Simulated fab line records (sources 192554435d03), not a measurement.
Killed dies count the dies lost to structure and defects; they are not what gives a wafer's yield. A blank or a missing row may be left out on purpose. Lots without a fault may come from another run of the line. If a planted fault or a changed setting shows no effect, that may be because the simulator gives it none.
Split-lot experiment | flow n5-finfet | 21 wafers read from 7 lots, route of 1938 steps

SPLIT DETAILS
At N5_PASSIVATION_PECVD_35 (deposits SiNx from SiH4/NH3/N2, target thk 700 nm, time 151.3 s), the setting time-s was moved away from the recipe's 151.3 s on 7 of the 21 wafers read, by -8.1% to +13.2%. The other wafers ran this setting at the recipe's value.

The split's own step is where the reading is taken.

THE READING
SiNx_of_PASSIVATION_PECVD_35.thk-nm (the simulator's own value, which no gauge read), in nm, at N5_PASSIVATION_PECVD_35 (deposits SiNx from SiH4/NH3/N2, target thk 700 nm, time 151.3 s). No usual value for it is given in the file. Here, 14 wafers ran the recipe; their average is 706.4 nm with a standard deviation of 9.7 nm.

wafer  | tool, chamber at the split | time-s as run, s | against the recipe | SiNx_of_PASSIVATION_PECVD_35.thk-nm, nm | against lot-mates on the recipe
L076.1 | pecvd-03, 1                | 151.3            | recipe             | 695.8                                   | -
L076.2 | pecvd-03, 2                | 151.3            | recipe             | 704.2                                   | -
L076.6 | pecvd-03, 1                | 151.3            | recipe             | 705.2                                   | -
L078.1 | pecvd-03, 1                | 159.9            | +5.7%              | 744.6                                   | +27.8
L078.4 | pecvd-03, 0                | 151.3            | recipe             | 716.8                                   | -
L078.5 | pecvd-03, 2                | 159.9            | +5.7%              | 757.6                                   | +40.8
L081.3 | pecvd-04, 0                | 171.2            | +13.2%             | 785.4                                   | +70.2
L081.4 | pecvd-04, 2                | 171.2            | +13.2%             | 796                                     | +80.8
L081.6 | pecvd-04, 0                | 151.3            | recipe             | 715.2                                   | -
L085.2 | pecvd-03, 0                | 151.3            | recipe             | 707.8                                   | -
L085.5 | pecvd-03, 2                | 151.3            | recipe             | 731.4                                   | -
L085.6 | pecvd-03, 0                | 151.3            | recipe             | 711.6                                   | -
L084.1 | pecvd-04, 0                | 151.3            | recipe             | 699.2                                   | -
L084.4 | pecvd-04, 2                | 151.3            | recipe             | 705.2                                   | -
L084.6 | pecvd-04, 1                | 151.3            | recipe             | 698.6                                   | -
L088.1 | pecvd-03, 0                | 151.3            | recipe             | 691.2                                   | -
L088.5 | pecvd-03, 0                | 151.3            | recipe             | 702.4                                   | -
L088.6 | pecvd-03, 1                | 167.5            | +10.7%             | 766                                     | +69.2
L090.1 | pecvd-04, 1                | 139              | -8.1%              | 644.2                                   | -60.2
L090.2 | pecvd-04, 0                | 139              | -8.1%              | 653                                     | -51.4
L090.5 | pecvd-04, 1                | 151.3            | recipe             | 704.4                                   | -

FIT RESULTS
A straight line over all 21 wafers: SiNx_of_PASSIVATION_PECVD_35.thk-nm changes by +6.57 nm for each +1% of time-s; r = +0.97; the points scatter about the line by 9.7 nm.
The same after taking each lot's own level away (the mean of its wafers on the recipe; 21 wafers): +6.17 nm for each +1%; r = +0.98; scatter 6.3 nm.
The reading moves by 81 nm for the largest change in time-s, on that fit.
The span of the lots' own levels, 696.80 to 716.93 nm, comes to 2.1 times the standard deviation stated above.
So the lot-to-lot level changes the slope little: the two slopes agree.
Check: +83.8 nm against its lot-mates is what the line predicts for one of the wafers moved furthest among these (+13.2%) when that wafer is left out of the fit. It came out at +70.2 nm against them.

THE WHOLE CHAIN: every reading that the file lists as answering this split, in the file's order
step                    | what it does                                                    | reading                                                                              | change (the file's fit)                                                     | r (the file's)
N5_PASSIVATION_PECVD_35 | deposits SiNx from SiH4/NH3/N2, target thk 700 nm, time 151.3 s | SiNx_of_PASSIVATION_PECVD_35.thk-nm (the simulator's own value, which no gauge read) | +6.17 nm for each +1% of the setting                                        | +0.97
N5_PASSIVATION_PROBE_49 |                                                                 | killed_at_M4_up                                                                      | not straight: 21 at the lowest setting, 16 at the recipe, 18 at the highest | not given

THE FILE'S OWN FIT
SiNx_of_PASSIVATION_PECVD_35.thk-nm changes by +6.17 nm for each +1% of time-s, r = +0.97.
